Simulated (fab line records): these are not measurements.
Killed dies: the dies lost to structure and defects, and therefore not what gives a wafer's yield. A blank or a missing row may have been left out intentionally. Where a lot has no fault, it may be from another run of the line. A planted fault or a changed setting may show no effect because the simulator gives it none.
fab line records	flow n5-finfet
record: lots: 24	wafers: 72	last-day: 17
route steps=1938 shown BEOL_M1@766
lots that met no fault: from a run of the same line without faults
start-h: start of the lot's first displayed wafer, in hours after the record's first day	wait-h: hours elapsed since this lot's preceding step	" the same as in the row above	L1.1+2: a single row standing in for several wafers	- no value, or no start was given	* or withheld: withheld	< > ~ a bound
route shown NAME@n: names a module that has steps shown in the file, with the first one's number in the route	usual: mean and standard deviation over wafers with no fault	same: alike in all rows	chamber/n: place in a boat	sites: the reading at each site	_std_site: the values' standard deviation	_edge_site: outer sites' mean less inner sites'	radius-mm: how far each site lies from the wafer's centre	mask NAME#n: copy n	behind: the tool/chamber that last shaped the wafer	hold: cause of the lot's hold/its duration in hours/its outcome	device: the n, p or np transistor that did not switch	end of line: the tests these same wafers got at the end of their route	a step with no rows: only its recipe	killed: the dies lost at the first sort to structure and to defects; this is not the yield of the wafer	map: a wafer's dies, x killed, . not, _ none there
set.NAME: the run value of the setting; set.NAME@STEP: its run value at that earlier step	model.NAME: the simulator's own value behind a step, which no gauge read
one table for each step of the route and one row for each wafer, over a sample of lots
services: a tool's chamber out of use, with start hour (start-h, from the record's first day; less than 0 if before it), hours out, and reason
== steps ==
step: N5_BEOL_M1_INSPECT_13
recipe: mode: adi	inspect-instrument: brightfield
usual: raw-defect-count: 424/84
lot.wafer	tool	chamber	start-h	wait-h	raw-defect-count
L074.3	defect-inspect-01	-	121.76	0.0	347
L074.5	"	-	"	"	401
L074.6	"	-	"	"	500
L075.3	defect-inspect-01	-	126.92	0.0	362
L075.4	"	-	"	"	596
L075.6	"	-	"	"	572
L076.3	defect-inspect-01	-	140.14	0.0	588
L076.4	"	-	"	"	467
L076.6	"	-	"	"	458
L077.2	defect-inspect-02	-	144.39	0.0	436
L077.5	"	-	"	"	446
L077.6	"	-	"	"	337
L078.1	defect-inspect-02	-	153.56	0.1	304
L078.3	"	-	"	"	269
L078.6	"	-	"	"	294
L079.1	defect-inspect-01	-	157.04	0.1	408
L079.3	"	-	"	"	487
L079.5	"	-	"	"	427
L080.1	defect-inspect-02	-	161.82	0.1	418
L080.2	"	-	"	"	432
L080.4	"	-	"	"	418
L081.2	defect-inspect-02	-	166.21	0.0	472
L081.5	"	-	"	"	512
L081.6	"	-	"	"	566
L082.1	defect-inspect-02	-	170.90	0.1	416
L082.2	"	-	"	"	470
L082.3	"	-	"	"	436
L083.3	defect-inspect-02	-	179.39	0.0	503
L083.4	"	-	"	"	372
L083.5	"	-	"	"	469
L084.3	defect-inspect-02	-	182.83	0.0	551
L084.4	"	-	"	"	450
L084.6	"	-	"	"	352
L086.2	defect-inspect-01	-	196.30	0.0	409
L086.3	"	-	"	"	409
L086.5	"	-	"	"	479
L085.2	defect-inspect-02	-	196.91	0.0	319
L085.4	"	-	"	"	284
L085.5	"	-	"	"	296
L087.3	defect-inspect-02	-	201.91	0.0	308
L087.4	"	-	"	"	335
L087.5	"	-	"	"	295
L088.1	defect-inspect-02	-	209.28	0.1	510
L088.3	"	-	"	"	437
L088.5	"	-	"	"	485
L089.1	defect-inspect-02	-	213.83	0.1	474
L089.5	"	-	"	"	480
L089.6	"	-	"	"	429
L090.2	defect-inspect-01	-	223.95	0.0	351
L090.5	"	-	"	"	430
L090.6	"	-	"	"	409
L091.1	defect-inspect-01	-	225.57	0.1	394
L091.2	"	-	"	"	407
L091.6	"	-	"	"	453
L092.1	defect-inspect-01	-	233.22	0.1	519
L092.3	"	-	"	"	423
L092.4	"	-	"	"	299
L093.2	defect-inspect-01	-	237.66	0.0	411
L093.4	"	-	"	"	404
L093.5	"	-	"	"	418
L094.1	defect-inspect-01	-	242.89	0.1	361
L094.2	"	-	"	"	476
L094.3	"	-	"	"	376
L095.2	defect-inspect-01	-	247.11	0.0	483
L095.3	"	-	"	"	364
L095.5	"	-	"	"	412
L096.2	defect-inspect-02	-	253.94	0.0	456
L096.4	"	-	"	"	367
L096.5	"	-	"	"	593
L097.1	defect-inspect-01	-	257.15	0.1	517
L097.3	"	-	"	"	525
L097.5	"	-	"	"	484
step: N5_BEOL_M1_ETCH_63
recipe: chemistry: CF4	target: SiARC	target-depth-a: 156	mask-material: CAR-EUV	time-s: 26	ion-energy-ev: 80	pressure-mtorr: 40	source-w: 545	bias-w: 36	Ar_flow_sccm: 100	cf4-flow-sccm: 100	ends: cleared
usual: drypump-motor-current-A: 5.6/0.43	etch-rf-on-time-s: 26.0/0.5	oes-product-au: 0.64/0.064	rf-vpp-V: 184.0/1.1	showerhead-plenum-p-Torr: 2.14/0.066	throttle-valve-pct: 15.72/0.26
lot.wafer	tool	chamber	start-h	wait-h	drypump-motor-current-A	etch-rf-on-time-s	oes-product-au	rf-hours-counter-h	rf-vpp-V	showerhead-plenum-p-Torr	throttle-valve-pct
L074.3	rie-diel-01	1	122.89	0.0	6.0	25.5	0.79	17	183.3	2.19	15.19
L074.5	"	1	"	"	6.0	25.5	0.79	-	186.0	2.18	15.19
L074.6	"	0	"	"	5.3	25.9	0.60	-	184.6	2.19	16.03
L075.3	rie-diel-03	3	127.22	0.0	5.2	25.8	0.65	162	185.8	2.23	15.86
L075.4	"	0	"	"	5.6	26.4	0.63	134	184.9	2.23	15.80
L075.6	"	0	"	"	5.6	26.6	0.62	-	185.1	2.23	15.82
L076.3	rie-diel-04	0	140.22	0.0	4.7	25.4	0.61	186	182.7	2.04	15.70
L076.4	"	2	"	"	5.7	25.8	0.62	-	185.8	2.21	15.28
L076.6	"	0	"	"	4.7	25.5	0.61	-	184.4	2.04	15.71
L077.2	rie-diel-04	0	144.48	0.0	4.7	25.8	0.60	188	183.0	2.04	15.73
L077.5	"	2	"	"	5.7	26.3	0.62	-	185.1	2.21	15.29
L077.6	"	1	"	"	6.1	25.7	0.58	-	184.7	2.13	15.90
L078.1	rie-diel-04	1	153.69	0.0	6.1	25.9	0.58	257	184.0	2.12	15.91
L078.3	"	2	"	"	5.7	26.4	0.62	172	185.7	2.21	15.30
L078.6	"	2	"	"	5.7	26.3	0.62	-	185.0	2.21	15.29
L079.1	rie-diel-04	2	157.13	0.0	5.8	26.6	0.62	174	185.6	2.21	15.30
L079.3	"	0	"	"	4.7	26.0	0.60	194	182.5	2.04	15.74
L079.5	"	3	"	"	5.9	26.0	0.62	-	184.8	2.13	16.10
L080.1	rie-diel-04	0	161.91	0.0	4.7	25.6	0.60	195	181.1	2.03	15.74
L080.2	"	3	"	"	5.9	25.7	0.62	212	183.7	2.13	16.09
L080.4	"	0	"	"	4.7	25.9	0.60	-	182.0	2.04	15.74
L081.2	rie-diel-04	0	166.30	0.0	4.7	25.6	0.61	197	182.6	2.04	15.75
L081.5	"	2	"	"	5.7	26.4	0.62	-	183.6	2.21	15.30
L081.6	"	3	"	"	6.0	25.7	0.62	-	182.6	2.13	16.11
L082.1	rie-diel-03	3	170.99	0.0	5.2	26.1	0.64	175	184.7	2.23	15.88
L082.2	"	0	"	"	5.6	26.8	0.62	147	185.4	2.22	15.86
L082.3	"	2	"	"	5.5	26.4	0.64	163	183.5	2.07	15.90
L083.3	rie-diel-03	2	179.47	0.0	5.5	26.2	0.64	165	183.6	2.07	15.92
L083.4	"	3	"	"	5.2	25.7	0.64	178	185.9	2.23	15.90
L083.5	"	0	"	"	5.6	26.7	0.61	-	184.7	2.22	15.83
L084.3	rie-diel-03	0	182.91	0.0	5.6	26.7	0.61	150	184.5	2.22	15.85
L084.4	"	1	"	"	5.7	26.3	0.63	181	184.4	2.14	15.79
L084.6	"	3	"	"	5.2	26.0	0.63	-	184.5	2.23	15.89
L086.2	rie-diel-01	2	196.39	0.0	6.3	25.8	0.63	168	184.3	2.13	15.73
L086.3	"	1	"	"	6.0	25.4	0.76	38	183.9	2.18	15.22
L086.5	"	2	"	"	6.3	25.9	0.63	-	183.4	2.13	15.72
L085.2	rie-diel-04	3	197.00	0.0	5.9	25.9	0.61	224	182.2	2.13	16.13
L085.4	"	1	"	"	6.1	25.3	0.83	5	183.5	2.12	15.41
L085.5	"	2	"	"	5.7	26.3	0.61	-	184.2	2.20	15.32
L087.3	rie-diel-04	2	202.00	0.0	5.7	26.6	0.61	190	184.8	2.20	15.31
L087.4	"	1	"	"	6.0	25.2	0.84	7	183.7	2.12	15.43
L087.5	"	3	"	"	5.9	25.9	0.61	-	184.7	2.12	16.12
L088.1	rie-diel-03	2	209.36	0.0	5.5	26.3	0.63	177	182.2	2.06	15.95
L088.3	"	3	"	"	5.2	26.1	0.63	190	185.5	2.22	15.91
L088.5	"	2	"	"	5.5	26.1	0.63	-	183.6	2.06	15.94
L089.1	rie-diel-03	2	213.92	0.0	5.5	26.4	0.63	178	184.4	2.06	15.95
L089.5	"	0	"	"	5.7	26.8	0.61	-	183.3	2.22	15.86
L089.6	"	3	"	"	5.3	26.1	0.63	-	185.9	2.22	15.92
L090.2	rie-diel-01	0	224.04	0.0	5.3	25.0	0.83	6	185.2	2.19	15.57
L090.5	"	1	"	"	6.0	25.7	0.74	-	184.9	2.18	15.24
L090.6	"	2	"	"	6.3	26.3	0.62	-	185.4	2.13	15.74
L091.1	rie-diel-03	0	225.73	0.0	5.7	26.7	0.61	161	185.0	2.22	15.87
L091.2	"	3	"	"	5.3	26.4	0.62	195	184.7	2.22	15.92
L091.6	"	3	"	"	5.2	26.0	0.63	-	182.8	2.22	15.92
L092.1	rie-diel-03	0	233.64	0.0	5.6	26.6	0.60	163	184.0	2.22	15.87
L092.3	"	1	"	"	5.8	26.4	0.63	199	183.7	2.14	15.82
L092.4	"	3	"	"	5.2	25.9	0.62	198	185.3	2.22	15.94
L093.2	rie-diel-03	0	237.74	0.0	5.7	26.2	0.61	165	185.1	2.22	15.87
L093.4	"	1	"	"	5.7	26.1	0.62	200	183.5	2.14	15.82
L093.5	"	1	"	"	5.7	26.2	0.61	-	183.6	2.14	15.83
L094.1	rie-diel-01	1	242.97	0.0	6.0	25.4	0.73	49	185.3	2.17	15.26
L094.2	"	3	"	"	5.8	26.6	0.61	198	183.8	2.05	15.67
L094.3	"	2	"	"	6.3	26.5	0.61	186	183.6	2.12	15.75
L095.2	rie-diel-01	2	247.19	0.0	6.3	26.4	0.61	188	183.9	2.12	15.77
L095.3	"	0	"	"	5.3	24.6	0.82	13	184.4	2.18	15.60
L095.5	"	0	"	"	5.3	24.6	0.82	-	184.7	2.18	15.60
L096.2	rie-diel-01	1	254.10	0.0	6.0	26.1	0.73	53	184.6	2.17	15.26
L096.4	"	0	"	"	5.3	24.6	0.82	15	184.5	2.18	15.58
L096.5	"	1	"	"	6.0	25.7	0.73	-	184.9	2.17	15.28
L097.1	rie-diel-04	0	257.40	0.0	4.7	25.6	0.59	226	182.1	2.03	15.78
L097.3	"	1	"	"	6.1	25.4	0.79	26	185.1	2.12	15.46
L097.5	"	2	"	"	5.8	26.2	0.59	-	184.2	2.20	15.38
step: N5_BEOL_M1_HM_OPEN_17
recipe: chemistry: Cl2/BCl3	target-depth-a: 200	overetch-a: 60	target: TiN	mask-material: SOC	ion-energy-ev: 150	pressure-mtorr: 10	icp-w: 1000	bias-w: 126	Cl2_flow_sccm: 53.25	bcl3-flow-sccm: 21.75	Ar_flow_sccm: 25
usual: drypump-motor-current-A: 5.9/0.38	oes-product-au: 0.692/0.029	throttle-valve-pct: 22.11/0.15
lot.wafer	tool	chamber	start-h	wait-h	drypump-motor-current-A	oes-product-au	rf-hours-counter-h	throttle-valve-pct
L074.3	rie-metal-02	1	123.12	0.1	5.2	0.726	-	22.13
L074.5	"	1	"	"	5.2	0.724	-	22.09
L074.6	"	0	"	"	6.4	0.670	-	21.90
L075.3	rie-metal-01	0	127.44	0.1	5.8	0.699	-	22.03
L075.4	"	1	"	"	5.8	0.698	-	22.10
L075.6	"	1	"	"	5.8	0.693	-	22.11
L076.3	rie-metal-02	0	140.45	0.1	6.4	0.662	-	21.90
L076.4	"	1	"	"	5.2	0.725	-	22.12
L076.6	"	1	"	"	5.2	0.722	-	22.11
L077.2	rie-metal-01	1	144.67	0.0	5.8	0.681	29	22.12
L077.5	"	1	"	"	5.8	0.677	-	22.13
L077.6	"	0	"	"	5.8	0.686	-	22.06
L078.1	rie-metal-01	1	153.89	0.0	5.8	0.690	30	22.11
L078.3	"	1	"	"	5.8	0.697	-	22.11
L078.6	"	1	"	"	5.8	0.693	-	22.10
L079.1	rie-metal-01	1	157.32	0.0	5.8	0.685	31	22.10
L079.3	"	0	"	"	5.8	0.692	-	22.07
L079.5	"	1	"	"	5.8	0.684	-	22.11
L080.1	rie-metal-01	0	162.10	0.0	5.8	0.680	39	22.07
L080.2	"	1	"	"	5.9	0.686	31	22.11
L080.4	"	0	"	"	5.8	0.687	-	22.06
L081.2	rie-metal-01	0	166.49	0.0	5.8	0.692	39	22.07
L081.5	"	0	"	"	5.8	0.683	-	22.06
L081.6	"	1	"	"	5.8	0.678	-	22.11
L082.1	rie-metal-01	0	171.19	0.0	5.8	0.687	40	22.07
L082.2	"	1	"	"	5.8	0.686	32	22.11
L082.3	"	1	"	"	5.8	0.685	-	22.12
L083.3	rie-metal-03	0	179.70	0.1	6.5	0.714	-	22.05
L083.4	"	1	"	"	6.2	0.773	-	22.53
L083.5	"	0	"	"	6.5	0.711	-	22.04
L084.3	rie-metal-03	0	183.17	0.1	6.5	0.715	-	22.03
L084.4	"	0	"	"	6.5	0.714	-	22.05
L084.6	"	0	"	"	6.5	0.719	-	22.04
L086.2	rie-metal-03	0	196.59	0.0	6.5	0.708	23	22.06
L086.3	"	1	"	"	6.1	0.771	-	22.50
L086.5	"	1	"	"	6.2	0.770	-	22.52
L085.2	rie-metal-01	0	197.19	0.0	5.8	0.681	42	22.08
L085.4	"	0	"	"	5.8	0.683	-	22.07
L085.5	"	0	"	"	5.8	0.675	-	22.05
L087.3	rie-metal-02	0	202.23	0.1	6.3	0.652	-	21.91
L087.4	"	1	"	"	5.2	0.710	-	22.12
L087.5	"	1	"	"	5.2	0.703	-	22.12
L088.1	rie-metal-01	0	209.56	0.0	5.8	0.684	43	22.06
L088.3	"	1	"	"	5.8	0.674	-	22.13
L088.5	"	0	"	"	5.8	0.682	-	22.05
L089.1	rie-metal-03	1	214.17	0.1	6.1	0.754	6	22.50
L089.5	"	0	"	"	6.5	0.697	-	22.05
L089.6	"	1	"	"	6.1	0.750	-	22.52
L090.2	rie-metal-01	0	224.23	0.0	5.8	0.680	45	22.07
L090.5	"	1	"	"	5.8	0.660	-	22.13
L090.6	"	0	"	"	5.8	0.672	-	22.08
L091.1	rie-metal-02	0	225.94	0.0	6.4	0.651	45	21.89
L091.2	"	1	"	"	5.2	0.705	30	22.13
L091.6	"	0	"	"	6.4	0.651	-	21.90
L092.1	rie-metal-02	1	233.83	0.0	5.2	0.701	31	22.12
L092.3	"	1	"	"	5.2	0.703	-	22.14
L092.4	"	0	"	"	6.4	0.654	-	21.91
L093.2	rie-metal-01	1	237.94	0.0	5.8	0.657	39	22.15
L093.4	"	1	"	"	5.8	0.655	-	22.14
L093.5	"	0	"	"	5.8	0.667	-	22.09
L094.1	rie-metal-02	0	243.17	0.0	6.3	0.647	47	21.92
L094.2	"	1	"	"	5.2	0.692	32	22.14
L094.3	"	0	"	"	6.4	0.639	-	21.93
L095.2	rie-metal-01	1	247.39	0.0	5.8	0.663	40	22.14
L095.3	"	1	"	"	5.8	0.665	-	22.16
L095.5	"	1	"	"	5.9	0.657	-	22.14
L096.2	rie-metal-03	1	254.30	0.0	6.1	0.742	9	22.51
L096.4	"	1	"	"	6.1	0.749	-	22.51
L096.5	"	0	"	"	6.5	0.692	-	22.07
L097.1	rie-metal-03	1	257.60	0.0	6.1	0.739	10	22.51
L097.3	"	1	"	"	6.1	0.738	-	22.54
L097.5	"	1	"	"	6.2	0.745	-	22.52
step: N5_BEOL_M1_CD_MEAS_18
recipe: pitch-nm: 36	target-cd-nm: 18
usual: cd-nm: 18.0/0.36
lot.wafer	tool	chamber	start-h	wait-h	cd-nm
L074.3	cd-sem-03	-	123.47	0.1	18.4
L074.5	"	-	"	"	18.7
L074.6	"	-	"	"	17.6
L075.3	cd-sem-03	-	127.66	0.1	17.9
L075.4	"	-	"	"	17.5
L075.6	"	-	"	"	17.9
L076.3	cd-sem-02	-	140.60	0.1	17.7
L076.4	"	-	"	"	18.2
L076.6	"	-	"	"	18.3
L077.2	cd-sem-02	-	144.93	0.1	17.8
L077.5	"	-	"	"	18.0
L077.6	"	-	"	"	18.6
L078.1	cd-sem-03	-	154.17	0.0	18.3
L078.3	"	-	"	"	17.6
L078.6	"	-	"	"	18.3
L079.1	cd-sem-02	-	157.54	0.0	18.5
L079.3	"	-	"	"	18.4
L079.5	"	-	"	"	18.1
L080.1	cd-sem-01	-	162.28	0.0	18.2
L080.2	"	-	"	"	17.8
L080.4	"	-	"	"	18.2
L081.2	cd-sem-02	-	166.68	0.1	18.3
L081.5	"	-	"	"	17.9
L081.6	"	-	"	"	18.3
L082.1	cd-sem-01	-	171.37	0.0	17.7
L082.2	"	-	"	"	17.6
L082.3	"	-	"	"	18.1
L083.3	cd-sem-02	-	179.85	0.1	17.8
L083.4	"	-	"	"	18.5
L083.5	"	-	"	"	18.2
L084.3	cd-sem-02	-	183.38	0.1	18.4
L084.4	"	-	"	"	17.6
L084.6	"	-	"	"	18.3
L086.2	cd-sem-01	-	196.77	0.1	18.3
L086.3	"	-	"	"	17.8
L086.5	"	-	"	"	18.0
L085.2	cd-sem-03	-	197.38	0.1	18.6
L085.4	"	-	"	"	17.8
L085.5	"	-	"	"	18.2
L087.3	cd-sem-02	-	202.50	0.1	17.7
L087.4	"	-	"	"	18.0
L087.5	"	-	"	"	18.3
L088.1	cd-sem-01	-	209.74	0.0	18.2
L088.3	"	-	"	"	17.7
L088.5	"	-	"	"	17.3
L089.1	cd-sem-02	-	214.39	0.0	17.8
L089.5	"	-	"	"	17.6
L089.6	"	-	"	"	17.4
L090.2	cd-sem-03	-	224.44	0.1	18.6
L090.5	"	-	"	"	18.2
L090.6	"	-	"	"	18.9
L091.1	cd-sem-02	-	226.12	0.0	17.9
L091.2	"	-	"	"	17.8
L091.6	"	-	"	"	17.8
L092.1	cd-sem-01	-	234.02	0.0	18.4
L092.3	"	-	"	"	18.2
L092.4	"	-	"	"	18.4
L093.2	cd-sem-02	-	238.12	0.1	18.0
L093.4	"	-	"	"	17.9
L093.5	"	-	"	"	18.0
L094.1	cd-sem-03	-	243.35	0.0	18.5
L094.2	"	-	"	"	17.8
L094.3	"	-	"	"	18.6
L095.2	cd-sem-01	-	247.57	0.1	18.2
L095.3	"	-	"	"	18.5
L095.5	"	-	"	"	18.0
L096.2	cd-sem-03	-	254.48	0.1	17.7
L096.4	"	-	"	"	18.4
L096.5	"	-	"	"	18.0
L097.1	cd-sem-03	-	257.83	0.0	17.5
L097.3	"	-	"	"	17.5
L097.5	"	-	"	"	17.6
step: N5_BEOL_M1_SPUTTER_48
recipe: material: Cu	target-thk-a: 45	temp-c: -20	chamber-pressure-pa: 0.07	power-w: withheld	time-s: 8.29
usual: throttle-valve-pct: 29.8/1.3
lot.wafer	tool	chamber	start-h	wait-h	throttle-valve-pct
L074.3	pvd-sputter-03	-	133.28	0.1	30.1
L074.5	"	-	"	"	30.4
L074.6	"	-	"	"	32.1
L075.3	pvd-sputter-01	-	133.60	0.1	29.3
L075.4	"	-	"	"	29.0
L075.6	"	-	"	"	31.2
L076.3	pvd-sputter-01	-	145.29	0.1	29.5
L076.4	"	-	"	"	31.2
L076.6	"	-	"	"	29.0
L077.2	pvd-sputter-01	-	148.07	0.3	29.0
L077.5	"	-	"	"	31.3
L077.6	"	-	"	"	29.2
L078.1	pvd-sputter-01	-	157.18	0.1	31.1
L078.3	"	-	"	"	30.7
L078.6	"	-	"	"	29.3
L079.1	pvd-sputter-01	-	164.52	0.1	31.0
L079.3	"	-	"	"	29.4
L079.5	"	-	"	"	30.6
L080.1	pvd-sputter-03	-	165.71	0.1	32.1
L080.2	"	-	"	"	29.9
L080.4	"	-	"	"	29.9
L081.2	pvd-sputter-01	-	168.66	0.1	30.7
L081.5	"	-	"	"	30.5
L081.6	"	-	"	"	29.1
L082.1	pvd-sputter-02	-	180.47	0.5	28.6
L082.2	"	-	"	"	29.7
L082.3	"	-	"	"	30.3
L083.3	pvd-sputter-02	-	183.15	0.2	28.8
L083.4	"	-	"	"	26.8
L083.5	"	-	"	"	26.7
L084.3	pvd-sputter-02	-	185.81	0.1	26.7
L084.4	"	-	"	"	28.8
L084.6	"	-	"	"	28.7
L086.2	pvd-sputter-02	-	199.31	0.1	26.7
L086.3	"	-	"	"	30.2
L086.5	"	-	"	"	29.8
L085.2	pvd-sputter-03	-	203.08	0.2	29.5
L085.4	"	-	"	"	32.1
L085.5	"	-	"	"	32.1
L087.3	pvd-sputter-02	-	210.83	0.1	26.5
L087.4	"	-	"	"	30.0
L087.5	"	-	"	"	26.8
L088.1	pvd-sputter-01	-	213.91	0.1	29.4
L088.3	"	-	"	"	30.5
L088.5	"	-	"	"	29.1
L089.1	pvd-sputter-03	-	219.08	0.2	30.0
L089.5	"	-	"	"	30.4
L089.6	"	-	"	"	31.8
L090.2	pvd-sputter-03	-	226.53	0.1	30.0
L090.5	"	-	"	"	29.9
L090.6	"	-	"	"	30.1
L091.1	pvd-sputter-02	-	233.56	0.1	26.8
L091.2	"	-	"	"	30.2
L091.6	"	-	"	"	26.9
L092.1	pvd-sputter-01	-	237.59	0.1	30.9
L092.3	"	-	"	"	29.0
L092.4	"	-	"	"	30.7
L093.2	pvd-sputter-02	-	246.70	0.1	29.6
L093.4	"	-	"	"	28.8
L093.5	"	-	"	"	30.5
L094.1	pvd-sputter-03	-	247.93	0.9	30.0
L094.2	"	-	"	"	30.5
L094.3	"	-	"	"	30.1
L095.2	pvd-sputter-02	-	251.14	0.1	29.5
L095.3	"	-	"	"	26.9
L095.5	"	-	"	"	29.6
L096.2	pvd-sputter-02	-	261.33	0.2	26.8
L096.4	"	-	"	"	29.8
L096.5	"	-	"	"	29.8
L097.1	pvd-sputter-03	-	261.56	0.2	30.1
L097.3	"	-	"	"	31.8
L097.5	"	-	"	"	29.8
step: N5_BEOL_M1_ANNEAL_80
recipe: temp-c: 400	time-s: 240	ambient: vacuum
usual: heater-power-w: 796/55
lot.wafer	tool	chamber	start-h	wait-h	heater-power-w
L074.3	pvd-sputter-03	-	133.58	0.0	829
L074.5	"	-	"	"	922
L074.6	"	-	"	"	850
L075.3	pvd-sputter-01	-	133.90	0.0	839
L075.4	"	-	"	"	759
L075.6	"	-	"	"	821
L076.3	pvd-sputter-01	-	145.59	0.0	824
L076.4	"	-	"	"	790
L076.6	"	-	"	"	767
L077.2	pvd-sputter-01	-	148.37	0.0	750
L077.5	"	-	"	"	834
L077.6	"	-	"	"	757
L078.1	pvd-sputter-01	-	157.48	0.0	805
L078.3	"	-	"	"	809
L078.6	"	-	"	"	832
L079.1	pvd-sputter-01	-	164.82	0.0	792
L079.3	"	-	"	"	834
L079.5	"	-	"	"	821
L080.1	pvd-sputter-03	-	166.01	0.0	862
L080.2	"	-	"	"	715
L080.4	"	-	"	"	807
L081.2	pvd-sputter-01	-	168.96	0.0	805
L081.5	"	-	"	"	803
L081.6	"	-	"	"	845
L082.1	pvd-sputter-02	-	180.77	0.0	816
L082.2	"	-	"	"	806
L082.3	"	-	"	"	714
L083.3	pvd-sputter-02	-	183.45	0.0	796
L083.4	"	-	"	"	714
L083.5	"	-	"	"	725
L084.3	pvd-sputter-02	-	186.11	0.0	732
L084.4	"	-	"	"	837
L084.6	"	-	"	"	813
L086.2	pvd-sputter-02	-	199.61	0.0	730
L086.3	"	-	"	"	728
L086.5	"	-	"	"	782
L085.2	pvd-sputter-03	-	203.38	0.0	709
L085.4	"	-	"	"	874
L085.5	"	-	"	"	878
L087.3	pvd-sputter-02	-	211.13	0.0	716
L087.4	"	-	"	"	796
L087.5	"	-	"	"	734
L088.1	pvd-sputter-01	-	214.21	0.0	828
L088.3	"	-	"	"	807
L088.5	"	-	"	"	757
L089.1	pvd-sputter-03	-	219.38	0.0	801
L089.5	"	-	"	"	909
L089.6	"	-	"	"	837
L090.2	pvd-sputter-03	-	226.83	0.0	734
L090.5	"	-	"	"	718
L090.6	"	-	"	"	813
L091.1	pvd-sputter-02	-	233.86	0.0	737
L091.2	"	-	"	"	709
L091.6	"	-	"	"	712
L092.1	pvd-sputter-01	-	237.89	0.0	812
L092.3	"	-	"	"	742
L092.4	"	-	"	"	819
L093.2	pvd-sputter-02	-	247.00	0.0	777
L093.4	"	-	"	"	814
L093.5	"	-	"	"	729
L094.1	pvd-sputter-03	-	248.23	0.0	788
L094.2	"	-	"	"	913
L094.3	"	-	"	"	724
L095.2	pvd-sputter-02	-	251.44	0.0	779
L095.3	"	-	"	"	726
L095.5	"	-	"	"	767
L096.2	pvd-sputter-02	-	261.63	0.0	725
L096.4	"	-	"	"	800
L096.5	"	-	"	"	770
L097.1	pvd-sputter-03	-	261.86	0.0	811
L097.3	"	-	"	"	865
L097.5	"	-	"	"	710
== services ==
tool	chamber	start-h	hours	kind
rie-diel-01	-	103.88	18.9	repair
rie-diel-04	3	109.90	12.2	repair
pvd-sputter-02	-	124.06	2.1	repair
rie-diel-04	3	126.58	27.6	repair
rie-diel-01	-	126.93	0.3	repair
rie-diel-04	-	138.91	0.5	repair
rie-metal-02	-	141.53	14.6	pm
rie-diel-04	1	154.34	-	clean
rie-diel-04	1	154.34	-	consumable-replace:focus-ring
rie-diel-04	1	154.34	25.1	scheduled-down
rie-diel-04	1	154.34	25.1	vent-cycle
rie-metal-03	1	181.20	12.1	repair
rie-diel-01	0	188.11	-	clean
rie-diel-01	0	188.11	-	consumable-replace:focus-ring
rie-diel-01	0	188.11	20.4	scheduled-down
rie-diel-01	0	188.11	20.4	vent-cycle
rie-diel-01	1	203.57	15.6	repair
rie-diel-04	0	241.77	2.9	repair
rie-diel-03	3	243.02	4.6	repair
rie-metal-03	-	249.95	2.8	pm
== key ==
fault none
